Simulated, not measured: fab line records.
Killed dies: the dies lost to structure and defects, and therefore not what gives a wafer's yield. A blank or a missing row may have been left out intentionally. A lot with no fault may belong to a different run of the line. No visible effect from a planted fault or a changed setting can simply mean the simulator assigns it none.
Problem report in the 8D (eight disciplines) form, filled by code ; flow nand-harc ; the parts of the form that need people (team, actions taken, sign-off) are left out

== 1. THE ISSUE ==
At NHARC_END_SORT_01, killed-at-other averages 610.7 over 3 wafers from 2 lots, while fault-free wafers read 0.5, standard deviation 0.81. That is +99 or more standard deviations from the usual mean.
The first sign was on wafer L874.1 at day 23 10:20, on prober-02. Wafers with a number at this step in the record: 7, from 3 lots. Rule for "out", or "out of limits": more than 4 standard deviations from the usual mean. The rest of the wafers with a number are treated as sound.

== 2. WHAT IT IS; WHAT IT IS NOT ==
question;is;is not
which readings at this step;killed-at-other, defect-limited-yield, killed-dies, sort_bin_2_pct, sort-n-pass, sort-rim-yield-pct, sort-yield-pct;killed-at-array, killed-at-periphery, killed-open, killed-short, sort_bin_3_pct
which lots;L872, L874;L869
which wafers of those lots;L872.2, L872.5, L874.1;L872.4, L874.3, L874.5
read on which gauges;prober-01, prober-02;-
when;from day 23 10:20;"up to then (1 sound wafer); but 3 sound wafers of L872, L874 came after"

== 3. WHAT RULES OUT EACH SUSPECT ==
Counting: a tool at a process step up to the reading stays a suspect if it ran every lot that is out. Sound lots after the first of them don't rule it out here, since some wafers of a struck lot are sound.
- the gauge at NHARC_END_SORT_01: ruled out. 2 gauges (prober-01, prober-02) read the wafers that are out.
- pecvd-04 at NHARC_THIN_TSV_DEP_43 (deposits SiO2, target thk 1328.5 nm): kept. It ran every lot that is out, first L874 (day 22 20:58).
- plasma-asher-02 at NHARC_THIN_TSV_STRIP_62 (strips in N2/H2, time 20 s): kept. Ran every lot that is out, first one L874 (day 23 00:41); last sound lot up to then L869 (day 22 00:04).
- plasma-asher-02 at NHARC_THIN_TSV_STRIP_56 (strips in O2): kept. Ran every lot that is out, first one L874 (day 23 04:52); last sound lot up to then L869 (day 22 03:56).
- pecvd-04, NHARC_THIN_TSV_DEP_43: wafers that are out in chamber 2, sound lot-mates in chambers 0, 1.
pecvd-04 at NHARC_THIN_TSV_DEP_43, plasma-asher-02 at NHARC_THIN_TSV_STRIP_62 and plasma-asher-02 at NHARC_THIN_TSV_STRIP_56 are what is left after counting.

== 4. THE CAUSE (what the simulator had put in) ==
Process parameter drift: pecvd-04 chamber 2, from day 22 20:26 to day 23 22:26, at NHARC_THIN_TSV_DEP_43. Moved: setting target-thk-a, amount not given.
3 suspects survive the count, and this tool is in that group.

== 5. THE CHAIN OF EFFECTS, in route order ==
Rows list readings where the struck wafers' mean (over those with a number) sits beyond 3 standard deviations from the usual. Scope: only readings with a usual standard deviation given in the record; hours: median across lots of the time from each lot's start at the first step in this table that gives one to its start at this step; sigmas: change in usual standard deviations.
hours;step;reading;usual;on struck wafers;change;sigmas
0;NHARC_END_SORT_01;defect-limited-yield;95.8 %;6.4;-89.4;-74
0;NHARC_END_SORT_01;killed-at-other;0.5;610.7;+610.2;+99 or more
0;NHARC_END_SORT_01;killed-dies;28;634;+606;+76
0;NHARC_END_SORT_01;sort_bin_2_pct;1.3 %;91.4;+90.1;+99 or more
0;NHARC_END_SORT_01;sort-n-pass;649;43;-606;-76
0;NHARC_END_SORT_01;sort-rim-yield-pct;94.2 %;5.0;-89.2;-33
0;NHARC_END_SORT_01;sort-yield-pct;95.8 %;6.4;-89.4;-74

== 6. HOW IT WOULD HAVE BEEN CAUGHT EARLIER ==
Counted from the fault's start at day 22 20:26, it took 14 hours until the first out-of-limits reading at a measuring or inspecting step in this record, taken at day 23 10:20.
No tool reading at NHARC_THIN_TSV_DEP_43 that has a usual standard deviation in the record was out on any struck wafer, so an alarm limit of 4 standard deviations on those readings would not have fired.
Each of the lots that are out, 2 in all, had begun NHARC_THIN_TSV_DEP_43 on pecvd-04 no later than day 23 10:20. Had the tool been put on hold then, not one of them would have been saved.
